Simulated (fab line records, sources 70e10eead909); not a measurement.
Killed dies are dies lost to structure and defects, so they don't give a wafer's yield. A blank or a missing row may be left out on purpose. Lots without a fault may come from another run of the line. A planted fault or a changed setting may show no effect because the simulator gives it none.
fab line records | flow nand_harc
record lots=5 wafers=15 last_day=24
route steps=1159 shown A_CHANNEL_HOLE_D1@456
lots that met no fault: from a run of the same line without faults
start_h: hours from the record's first day to the start of the lot's first wafer shown | wait_h: hours since the lot's step before | " the same as in the row above | L1.1+2: a row that stands for several wafers | - no value, or no start given | * or withheld: withheld | < > ~ a bound
route shown NAME@n: a module of which the file shows steps, and the number in the route of the first | usual: mean/standard deviation of fault-free wafers | same: alike in all rows | chamber/n: place in a boat | sites: the reading at each site | _std_site: their standard deviation | _edge_site: outer sites' mean less inner sites' | radius_mm: how far each site lies from the wafer's centre | mask NAME#n: copy n | behind: the tool/chamber that last shaped the wafer | hold: why the lot was held/for how many hours/how that ended | device: the transistor (n, p or np) that didn't switch | end of line: the same wafers' tests at the end of the route | a step without rows: its recipe alone | killed: dies lost to structure and defects at the first sort, not the wafer's yield | map: a wafer's dies, x killed, . not, _ none there
set.NAME: the setting as run; set.NAME@STEP: as run at that earlier step | model.NAME: the simulator's own value behind a step, which no gauge read
lots at some steps of the route; a table a step, a row a wafer
services: from which hour (start_h, from the record's first day; less than 0 if before it) a tool's chamber was out of use, for how many hours, and why
## steps
# step NHARC_A_CHANNEL_HOLE_D1_COAT_04
# recipe spin_rpm=1500 resist_thk_nm=90
# step NHARC_A_CHANNEL_HOLE_D1_SOFTBAKE_05
# recipe temp_c=105 time_s=55
# step NHARC_A_CHANNEL_HOLE_D1_EBR_06
# step NHARC_A_CHANNEL_HOLE_D1_EXPOSE_07
# recipe na=1.35 target_cd_nm=100 sigma_outer=0.3 dose_mj=59.65 mask_id=HOLE_D1
# step NHARC_A_CHANNEL_HOLE_D1_PEB_08
# recipe peb_temp_c=100 peb_time_s=65
# step NHARC_A_CHANNEL_HOLE_D1_DEVELOP_09
# recipe develop_time_s=35 dev_temp_c=23
# step NHARC_A_CHANNEL_HOLE_D1_CD_MEAS_10
# recipe target_cd_nm=100 landing_energy_ev=500
# usual cd_nm=100.0/0.4
# columns lot.wafer tool chamber start_h wait_h cd_nm
L813.1 cd_sem-02 0 183.26 - 100.1
L813.5 " 0 " " 99.5
L813.6 " 0 " " 99.8
L815.1 cd_sem-01 0 198.81 - 99.9
L815.2 " 0 " " 100.8
L815.3 " 0 " " 99.9
L826.3 cd_sem-03 0 266.35 - 99.5
L826.5 " 0 " " 100.1
L826.6 " 0 " " 99.5
L831.3 cd_sem-02 0 293.74 - 99.9
L831.4 " 0 " " 100.5
L831.5 " 0 " " 101.0
L832.4 cd_sem-01 0 298.00 - 99.3
L832.5 " 0 " " 99.9
L832.6 " 0 " " 99.8
# step NHARC_A_CHANNEL_HOLE_D1_OVL_MEAS_11
# usual overlay_x_nm=-0.2/0.69 overlay_y_nm=-0.2/1
# columns lot.wafer tool chamber start_h wait_h overlay_x_nm overlay_y_nm
L813.1 overlay-02 - 183.35 - -0.4 -1.4
L813.5 " - " " 0.0 -2.2
L813.6 " - " " -0.5 -1.5
L815.1 overlay-02 - 198.89 - 0.0 -1.0
L815.2 " - " " -0.4 -1.1
L815.3 " - " " -0.6 -1.1
L826.3 overlay-01 - 266.43 - -0.2 -1.5
L826.5 " - " " -0.1 -1.6
L826.6 " - " " 0.2 -1.5
L831.3 overlay-02 - 293.84 - -0.7 0.4
L831.4 " - " " -0.8 -0.1
L831.5 " - " " -1.2 -0.1
L832.4 overlay-02 - 298.08 - -0.1 0.2
L832.5 " - " " -0.1 0.2
L832.6 " - " " 0.0 0.7
# step NHARC_A_CHANNEL_HOLE_D1_INSPECT_12
# usual raw_defect_count=5.2/2.7
# columns lot.wafer tool chamber start_h wait_h raw_defect_count
L813.1 defect_inspect-01 - 183.39 0.0 4
L813.5 " - " " 3
L813.6 " - " " 5
L815.1 defect_inspect-02 - 198.93 0.0 4
L815.2 " - " " 5
L815.3 " - " " 5
L826.3 defect_inspect-01 - 266.47 0.0 4
L826.5 " - " " 1
L826.6 " - " " 2
L831.3 defect_inspect-01 - 293.88 0.0 4
L831.4 " - " " 1
L831.5 " - " " 3
L832.4 defect_inspect-01 - 298.12 0.0 6
L832.5 " - " " 5
L832.6 " - " " 4
# step NHARC_A_CHANNEL_HOLE_D1_DESCUM_15
# recipe time_s=3 o2_flow_sccm=200 ar_flow_sccm=0 bias_power_w=0 chemistry=O2
# usual chamber_pressure_mTorr=60.00/0.059 drypump_motor_current_A=5.4/0.34 oes_product_au=1.000/0.0081 rf_vpp_V=58.1/0.83 showerhead_plenum_p_Torr=1.98/0.056 throttle_valve_pct=11.311/0.0085
# columns lot.wafer tool chamber start_h wait_h chamber_pressure_mTorr drypump_motor_current_A oes_product_au rf_hours_counter_h rf_vpp_V showerhead_plenum_p_Torr throttle_valve_pct
L813.1 rie_diel-12 3 183.47 0.1 59.99 4.9 1.008 8 58.8 1.98 11.315
L813.5 " 1 " " 60.05 5.4 1.010 - 58.8 1.97 11.306
L813.6 " 2 " " 60.09 5.8 1.003 - 58.1 2.02 11.303
L815.2 rie_diel-03 1 199.00 0.1 60.05 5.6 0.996 12 58.2 1.97 11.290
L815.1 " 2 " " 60.01 5.4 0.994 11 58.8 2.00 11.309
L815.3 " 3 " " 60.08 5.0 1.002 7 58.8 2.02 11.305
L826.3 rie_diel-03 1 266.53 0.1 60.02 5.6 1.007 2 58.8 1.97 11.322
L826.6 " 1 " " 60.04 5.6 1.010 - 59.0 1.97 11.312
L826.5 " 2 " " 59.85 5.4 1.000 - 58.3 2.00 11.318
L831.3 rie_diel-07 2 293.94 0.1 60.05 5.5 1.002 2 58.7 1.93 11.301
L831.4 " 0 " " 59.94 5.8 1.007 4 59.4 2.00 11.303
L831.5 " 3 " " 59.92 6.2 1.002 - 57.7 2.01 11.301
L832.4 rie_diel-12 2 298.19 0.1 59.88 5.8 0.998 7 57.8 2.02 11.304
L832.6 " 0 " " 59.87 5.7 0.999 - 59.5 2.06 11.311
L832.5 " 1 " " 60.01 5.4 1.007 - 58.3 1.96 11.307
# step NHARC_A_CHANNEL_HOLE_D1_ETCH_38
# recipe target_depth_a=390 over_etch_frac=0.3 time_s=65 ion_energy_ev=80 cf4_flow_sccm=150 ar_flow_sccm=0 rf_w=300 bias_w=100 chemistry=CF4
# usual chamber_pressure_mTorr=50.00/0.04 drypump_motor_current_A=5.4/0.34 oes_product_au=0.999/0.0079 rf_vpp_V=152.0/1.1 run_length_s=86.2/0.38 showerhead_plenum_p_Torr=1.82/0.05 throttle_valve_pct=13.284/0.0099
# columns lot.wafer tool chamber start_h wait_h chamber_pressure_mTorr drypump_motor_current_A oes_product_au rf_hours_counter_h rf_vpp_V run_length_s showerhead_plenum_p_Torr throttle_valve_pct
L813.1 rie_diel-12 2 183.54 0.1 50.03 5.8 0.999 11 152.5 86.3 1.86 13.290
L813.5 " 1 " " 50.01 5.4 1.006 - 152.1 85.7 1.81 13.286
L813.6 " 2 " " 50.02 5.7 1.007 - 151.8 86.5 1.86 13.294
L815.2 rie_diel-03 0 199.08 0.1 49.97 5.3 0.986 11 150.3 86.5 1.73 13.288
L815.3 " 1 " " 50.03 5.6 0.994 12 151.2 85.8 1.82 13.282
L815.1 " 3 " " 50.00 4.9 0.997 7 152.0 86.5 1.86 13.276
L826.3 rie_diel-03 2 266.62 0.1 50.02 5.5 1.008 2 152.8 86.2 1.84 13.284
L826.5 " 0 " " 50.09 5.3 0.997 - 149.8 87.0 1.73 13.297
L826.6 " 1 " " 50.02 5.5 1.011 - 152.3 86.4 1.81 13.284
L831.3 rie_diel-07 2 294.03 0.1 49.95 5.5 1.006 2 150.8 85.7 1.78 13.279
L831.4 " 0 " " 50.00 5.8 1.002 4 152.3 86.6 1.85 13.295
L831.5 " 2 " " 50.07 5.5 0.998 - 150.1 85.5 1.78 13.267
L832.4 rie_diel-12 0 298.28 0.1 50.00 5.6 0.995 8 153.4 86.6 1.89 13.296
L832.6 " 1 " " 50.08 5.4 1.006 - 149.7 85.8 1.81 13.290
L832.5 " 2 " " 49.99 5.8 0.996 - 151.0 86.4 1.86 13.292
# step NHARC_A_CHANNEL_HOLE_D1_ETCH_39
# recipe target_depth_a=2600 over_etch_frac=0.3 time_s=325 ion_energy_ev=200 n2_flow_sccm=150 h2_flow_sccm=150 ar_flow_sccm=0 rf_w=400 bias_w=150 chemistry=N2/H2
# usual chamber_pressure_mTorr=30.002/0.024 drypump_motor_current_A=5.4/0.34 oes_product_au=1.000/0.0076 rf_vpp_V=432.4/1.9 run_length_s=346.2/0.38 showerhead_plenum_p_Torr=2.11/0.062 throttle_valve_pct=14.171/0.0099
# columns lot.wafer tool chamber start_h wait_h chamber_pressure_mTorr drypump_motor_current_A oes_product_au rf_hours_counter_h rf_vpp_V run_length_s showerhead_plenum_p_Torr throttle_valve_pct
L813.1 rie_diel-12 0 - - 30.011 5.7 1.003 12 434.5 346.4 2.20 14.176
L813.5 " 3 " " 30.011 4.9 1.009 - 431.5 345.8 2.11 14.157
L813.6 " 0 " " 30.022 5.7 0.995 - 434.4 346.4 2.20 14.153
L815.1 rie_diel-03 3 - - 30.016 5.0 0.997 7 433.2 346.4 2.15 14.171
L815.3 " 1 " " 29.984 5.5 1.005 12 433.7 345.9 2.10 14.185
L815.2 " 2 " " 30.015 5.5 0.994 11 434.9 345.7 2.14 14.167
L826.3 rie_diel-03 1 - - 29.976 5.6 0.994 2 430.5 346.0 2.10 14.162
L826.6 " 0 " " 30.000 5.3 0.998 - 431.2 346.7 1.99 14.173
L826.5 " 1 " " 30.020 5.6 1.002 - 432.3 346.0 2.10 14.170
L831.4 rie_diel-07 3 - - 30.020 6.2 1.006 3 432.6 346.3 2.14 14.163
L831.3 " 1 " " 29.935 6.0 0.998 3 428.3 346.1 1.96 14.144
L831.5 " 0 " " 29.989 5.8 1.005 - 432.9 346.9 2.14 14.158
L832.4 rie_diel-12 3 - - 30.031 4.9 1.012 8 431.1 345.9 2.11 14.173
L832.6 " 0 " " 30.012 5.7 1.006 - 434.1 346.4 2.20 14.173
L832.5 " 1 " " 29.992 5.4 1.003 - 431.0 345.9 2.10 14.166
# step NHARC_A_CHANNEL_HOLE_D1_ETCH_34
# recipe target_depth_a=1540 time_s=77 cf4_flow_sccm=100 chf3_flow_sccm=30 ar_flow_sccm=0 rf_w=500 bias_w=200 chemistry=CF4/CHF3
# usual chamber_pressure_mTorr=25.003/0.023 drypump_motor_current_A=5.4/0.33 oes_product_au=0.946/0.023 rf_vpp_V=372.3/1.7 run_length_s=98.2/0.41 showerhead_plenum_p_Torr=1.62/0.045 throttle_valve_pct=16.803/0.0087
# columns lot.wafer tool chamber start_h wait_h chamber_pressure_mTorr drypump_motor_current_A oes_product_au rf_hours_counter_h rf_vpp_V run_length_s showerhead_plenum_p_Torr throttle_valve_pct
L813.1 rie_diel-12 1 183.89 - 25.019 5.4 0.938 9 372.2 97.6 1.62 16.818
L813.5 " 3 " " 24.983 4.9 0.937 - 372.7 97.7 1.62 16.792
L813.6 " 0 " " 25.040 5.6 0.947 - 374.5 98.1 1.69 16.803
L815.1 rie_diel-03 2 199.42 - 24.979 5.5 0.915 11 373.5 98.0 1.64 16.803
L815.2 " 0 " " 25.004 5.3 0.921 11 368.6 99.4 1.54 16.796
L815.3 " 1 " " 25.024 5.5 0.926 12 372.4 98.2 1.62 16.796
L826.3 rie_diel-03 1 266.97 - 25.004 5.6 0.967 2 372.6 97.8 1.62 16.801
L826.6 " 0 " " 24.961 5.3 0.968 - 368.1 92.5 1.54 16.786
L826.5 " 1 " " 25.028 5.5 0.951 - 372.0 97.7 1.62 16.819
L831.3 rie_diel-07 3 294.37 - 25.069 6.2 0.917 3 372.8 98.3 1.65 16.795
L831.4 " 2 " " 25.022 5.5 0.923 2 371.1 97.7 1.58 16.784
L831.5 " 0 " " 25.031 5.8 0.925 - 372.8 98.2 1.64 16.801
L832.4 rie_diel-12 3 298.63 - 25.035 4.8 0.926 8 373.6 97.9 1.62 16.805
L832.5 " 0 " " 25.003 5.7 0.928 - 374.7 98.5 1.69 16.820
L832.6 " 1 " " 24.973 5.4 0.932 - 371.3 98.2 1.61 16.796
# step NHARC_A_CHANNEL_HOLE_D1_ETCH_16
# recipe target_depth_a=31000 over_etch_frac=0.3 time_s=806 ion_energy_ev=150 o2_flow_sccm=400 cos_flow_sccm=20 ar_flow_sccm=0 rf_w=500 bias_w=300 chemistry=O2/COS
# usual chamber_pressure_mTorr=20.001/0.019 drypump_motor_current_A=5.4/0.33 oes_product_au=0.999/0.007 rf_vpp_V=315.5/1.6 run_length_s=827.2/0.4 showerhead_plenum_p_Torr=3.22/0.088 throttle_valve_pct=28.328/0.0086
# columns lot.wafer tool chamber start_h wait_h chamber_pressure_mTorr drypump_motor_current_A oes_product_au rf_hours_counter_h rf_vpp_V run_length_s showerhead_plenum_p_Torr throttle_valve_pct
L813.1 rie_diel-12 1 - - 19.978 5.4 1.012 9 315.1 826.9 3.20 28.333
L813.6 " 0 " " 20.006 5.7 1.008 - 316.2 827.5 3.35 28.342
L813.5 " 1 " " 19.990 5.4 1.015 - 315.4 826.7 3.21 28.319
L815.3 rie_diel-03 3 - - 20.002 4.9 0.987 7 316.1 827.1 3.28 28.346
L815.2 " 1 " " 20.003 5.6 0.994 12 315.9 826.9 3.21 28.314
L815.1 " 2 " " 19.988 5.4 0.996 12 316.1 827.2 3.26 28.334
L826.3 rie_diel-03 2 - - 20.006 5.4 1.001 3 317.4 827.0 3.26 28.324
L826.5 " 3 " " 20.006 5.0 1.000 - 315.9 827.5 3.28 28.326
L826.6 " 0 " " 20.022 5.3 0.995 - 313.3 828.0 3.05 28.334
L831.4 rie_diel-07 2 - - 19.988 5.5 0.996 3 313.8 826.5 3.14 28.320
L831.3 " 0 " " 20.026 5.8 0.993 4 314.7 827.5 3.26 28.349
L831.5 " 2 " " 19.987 5.5 0.994 - 314.3 826.8 3.14 28.340
L832.4 rie_diel-12 1 - - 20.014 5.4 0.990 8 313.7 826.6 3.20 28.330
L832.5 " 2 " " 20.005 5.8 0.988 - 316.0 827.4 3.28 28.325
L832.6 " 3 " " 19.962 4.8 1.002 - 314.7 826.8 3.21 28.328
## services
# columns tool chamber start_h hours kind
rie_diel-03 0 169.80 - clean
rie_diel-03 1 169.80 - clean
rie_diel-03 2 169.80 - clean
rie_diel-03 3 169.80 - clean
rie_diel-12 0 181.40 - clean
rie_diel-12 1 181.40 - clean
rie_diel-12 2 181.40 - clean
rie_diel-12 3 181.40 - clean
rie_diel-12 1 185.21 3.9 repair
rie_diel-03 0 194.30 - clean
rie_diel-03 1 194.30 - clean
rie_diel-03 2 194.30 - clean
rie_diel-03 3 194.30 - clean
rie_diel-12 - 202.41 9.0 pm
rie_diel-12 0 202.41 9.0 vent_cycle
rie_diel-12 1 202.41 9.0 vent_cycle
rie_diel-12 2 202.41 9.0 vent_cycle
rie_diel-12 3 202.41 9.0 vent_cycle
rie_diel-07 1 207.07 8.9 repair
rie_diel-12 0 211.41 - clean
rie_diel-03 - 215.30 9.0 pm
rie_diel-07 - 228.26 9.0 pm
rie_diel-12 2 236.60 9.6 repair
rie_diel-03 0 285.91 1.9 repair
## key
first_sign step=NHARC_A_CHANNEL_HOLE_D1_ETCH_34 reading=run_length_s direction=down sigmas=14 usual=* struck=*
effect none on later readings
met_at NHARC_A_CHANNEL_HOLE_D1_ETCH_34
struck_wafers L826.6
sort_left_out L826.6
tester_left_out L826
onset_between 199.42 266.97
fault kind=process_parameter_drift tool=rie_diel-03 chamber=0 onset_h=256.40 steps=NHARC_A_CHANNEL_HOLE_D1_ETCH_34 channel=time_s offset=* shape=step end_h=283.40 acts_in=* stated=*
# tester_left_out: of these lots the tester's yield and bins aren't shown, on N5 and GAA mostly nor the transistor test; their killed dies are dies lost to structure and defects alone, not to doping, threshold or leakage, so they don't give the yield
# sort_left_out: the simulated sort isn't trusted on such a fault, so these wafers' sort isn't shown, and their yield isn't known
